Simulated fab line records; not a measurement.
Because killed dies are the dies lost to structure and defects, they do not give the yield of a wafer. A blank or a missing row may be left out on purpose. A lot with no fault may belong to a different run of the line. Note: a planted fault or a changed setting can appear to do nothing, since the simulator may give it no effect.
Comparing a struck lot with a sound one :: flow nand harc :: 14 out of 1302 route steps
Sound: the wafers L949.2, L949.5, L949.6. Struck: wafer L952.2; the same lot's L952.3 was not struck, so it is left out; see the end for the cause.
Order at every step that has rows: each side's tool, ch and its chambers, its first start. Under that, the readings that differ: sound wafers :: struck wafers :: difference of the means :: sigmas: that difference in standard deviations of wafers without a fault.
alike: words and numbers the same on both sides, and readings whose means are apart by under 2 such deviations; not compared: readings that were withheld, readings missing a value for some wafer, numbers with overlapping values and no deviation given by the record, and bounds like >300 which may hide the same value.
The two part at a step that has a row with sigmas, a row that says differs or no value, or rows on one side only. When numbers do not overlap yet have no deviation, they are printed without sigmas and do not part them. A reading missing from all wafers of one side parts the sides only when that side holds two or more wafers.

first, 8 steps without rows for these wafers: NHARC_THIN_TSV_DEHYDRATE_25 (time 120 s); NHARC_THIN_TSV_HMDS_26 (time 30 s); NHARC_THIN_TSV_COAT_27; NHARC_THIN_TSV_SOFTBAKE_28 (time 95 s); NHARC_THIN_TSV_EBR_29; NHARC_THIN_TSV_EXPOSE_30 (exposes mask PAD); NHARC_THIN_TSV_PEB_31 (peb time 85 s); NHARC_THIN_TSV_DEVELOP_32 (time 70 s).
NHARC_THIN_TSV_CD_MEAS_33: target cd 5000 nm.
  sound on cd sem-02 ch 0, day 30 08:10; struck on cd sem-02 ch 0, day 31 15:41
  alike: cd nm
then, 1 step without rows for these wafers: NHARC_THIN_TSV_HARDBAKE_34 (time 80 s).
NHARC_THIN_TSV_DESCUM_35: chemistry O2, time 3 s.
  sound on rie diel-08 ch 0,3, day 30 08:19; struck on rie diel-08 ch 1, day 31 15:51
reading: oes product au (a.u.)
sound: 1.023 1.017 1.019
struck: 0.993
difference: -0.027
sigmas: -2
  alike: drypump motor current A, rf vpp V, showerhead plenum p Torr, throttle valve pct
  not compared: rf hours counter h
NHARC_THIN_TSV_ETCH_59: etches the open film in Cl2/BCl3, target depth 880 nm, time 138.1 s.
  sound on rie metal-02 ch 1, day 30 08:31; struck on rie metal-01 ch 0, day 31 15:59
reading: rf hours counter h (h)
sound: - - -
struck: 3.1
difference: no value on the sound wafers
sigmas: 
  alike: drypump motor current A, mfc cl2 sccm, oes product au, run length s, throttle valve pct
NHARC_THIN_TSV_ETCH_36: etches the open film in Cl2/BCl3, target depth 65 nm, time 18.571 s.
  sound on rie metal-02 ch 1, day 30 08:55; struck on rie metal-01 ch 1, day 31 16:14
reading: rf hours counter h (h)
sound: - - -
struck: 3.2
difference: no value on the sound wafers
sigmas: 

reading: run length s (s)
sound: 39.9 40.6 39.8
struck: 34.7
difference: -5.4
sigmas: -13
  alike: drypump motor current A, oes product au
NHARC_THIN_TSV_STRIP_56: strips in O2.
  sound on plasma asher-02 ch 0,1, day 30 09:10; struck on plasma asher-01 ch 0, day 31 16:23
reading: rf refl power W (W)
sound: - - -
struck: 24
difference: no value on the sound wafers
sigmas: 
  alike: drypump motor current A, heater power w
  not compared: rf hours counter h

## WHERE THEY PART
Earliest at NHARC_THIN_TSV_DESCUM_35; latest, in this record, at NHARC_THIN_TSV_STRIP_56.

WHY: the cause the simulator had injected
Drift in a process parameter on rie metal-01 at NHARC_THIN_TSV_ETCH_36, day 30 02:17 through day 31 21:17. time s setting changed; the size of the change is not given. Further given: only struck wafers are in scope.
